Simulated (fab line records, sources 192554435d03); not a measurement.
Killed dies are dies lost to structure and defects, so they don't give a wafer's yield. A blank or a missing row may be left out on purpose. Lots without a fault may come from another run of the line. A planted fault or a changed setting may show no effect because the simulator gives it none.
A struck lot beside a sound one | flow n5_finfet | 22 steps out of a route of 1938
Sound: wafers L837.1, L837.5, L837.6. Struck: wafers L850.5, L850.6. (L850.1 of the same lot was not struck and is left out.) The cause comes at the end.
At each step with rows: each side's tool, then ch and its chambers, then its first start. Under that, the readings that differ: sound wafers | struck wafers | difference of the means | sigmas: that difference in standard deviations of wafers without a fault.
alike: readings whose means differ by less than 2 such deviations, and words and numbers that are the same on both sides. not compared: withheld readings, readings that some wafer has no value for, bounds like >300 that may hide the same value, and numbers for which the record gives no deviation and whose values overlap.
The two part at a step that has a row with sigmas, a row that says differs or no value, or rows on one side only. Numbers that don't overlap but have no deviation are shown without sigmas and don't part them. A reading that every wafer of one side lacks parts them only if that side has two wafers or more.

first, 1 step without rows for these wafers: N5_WELL_APT_HARDBAKE_12 (time 120 s).
N5_WELL_APT_CD_MEAS_08: target cd 200 nm.
  sound on cd_sem-02 ch 0, day 1 13:44; struck on cd_sem-03 ch 0, day 4 20:10
  alike: cd_nm
N5_WELL_APT_OVL_MEAS_09:
  sound on overlay-01 ch 0, day 1 13:46; struck on overlay-02 ch 0, day 4 20:12
  alike: NWELL_OVL
N5_WELL_APT_INSPECT_10: inspects for defects (macro).
  sound on defect_inspect-02, day 1 13:47; struck on defect_inspect-01, day 4 20:13
  alike: raw_defect_count
N5_WELL_APT_DESCUM_13: chemistry O2, time 7.9 s.
  sound on rie_diel-01 ch 0,3, day 1 13:49; struck on rie_diel-01 ch 0,1, day 4 20:18
  alike: drypump_motor_current_A, o2_flow_sccm, oes_product_au, rf_vpp_V, showerhead_plenum_p_Torr, throttle_valve_pct
  not compared: rf_hours_counter_h
then, 7 steps without rows for these wafers: N5_WELL_APT_IMPLANT_14; N5_WELL_APT_IMPLANT_15; N5_WELL_APT_STRIP_16 (strips in SPM, time 900 s); N5_WELL_APT_HMDS_18 (time 60 s); N5_WELL_APT_COAT_19 (resist thk 950 nm); N5_WELL_APT_EBR_21; N5_WELL_APT_SOFTBAKE_20 (time 60 s).
N5_WELL_APT_EXPOSE_22: exposes mask PWELL, defocus 0 nm, target cd 200 nm.
  sound on krf_scanner-01 ch 0, day 1 14:43; struck on krf_scanner-02 ch 0, day 4 21:19
  alike: mask, stage_vel_mm_s
then, 3 steps without rows for these wafers: N5_WELL_APT_PEB_23 (peb time 90 s); N5_WELL_APT_DEVELOP_24 (develop time 45 s); N5_WELL_APT_HARDBAKE_29 (time 120 s).
N5_WELL_APT_CD_MEAS_25: target cd 200 nm.
  sound on cd_sem-03 ch 0, day 1 14:53; struck on cd_sem-03 ch 0, day 4 21:29
  alike: cd_nm
N5_WELL_APT_OVL_MEAS_26:
  sound on overlay-01 ch 0, day 1 14:55; struck on overlay-02 ch 0, day 4 21:31
  alike: PWELL_OVL
N5_WELL_APT_INSPECT_27: inspects for defects (macro).
  sound on defect_inspect-02, day 1 14:56; struck on defect_inspect-02, day 4 21:32
  alike: raw_defect_count
N5_WELL_APT_DESCUM_30: chemistry O2, time 7.9 s.
  sound on rie_diel-01 ch 0,1, day 1 14:58; struck on rie_diel-02 ch 2,3, day 4 21:34
  alike: drypump_motor_current_A, o2_flow_sccm, oes_product_au, rf_vpp_V, showerhead_plenum_p_Torr, throttle_valve_pct
  not compared: rf_hours_counter_h, model.WELL_APT.cd_nm
then, 2 steps without rows for these wafers: N5_WELL_APT_IMPLANT_31; N5_PASSIVATION_PROBE_49.

WHERE THEY PART
Nowhere in this record.

WHY: what the simulator had put in
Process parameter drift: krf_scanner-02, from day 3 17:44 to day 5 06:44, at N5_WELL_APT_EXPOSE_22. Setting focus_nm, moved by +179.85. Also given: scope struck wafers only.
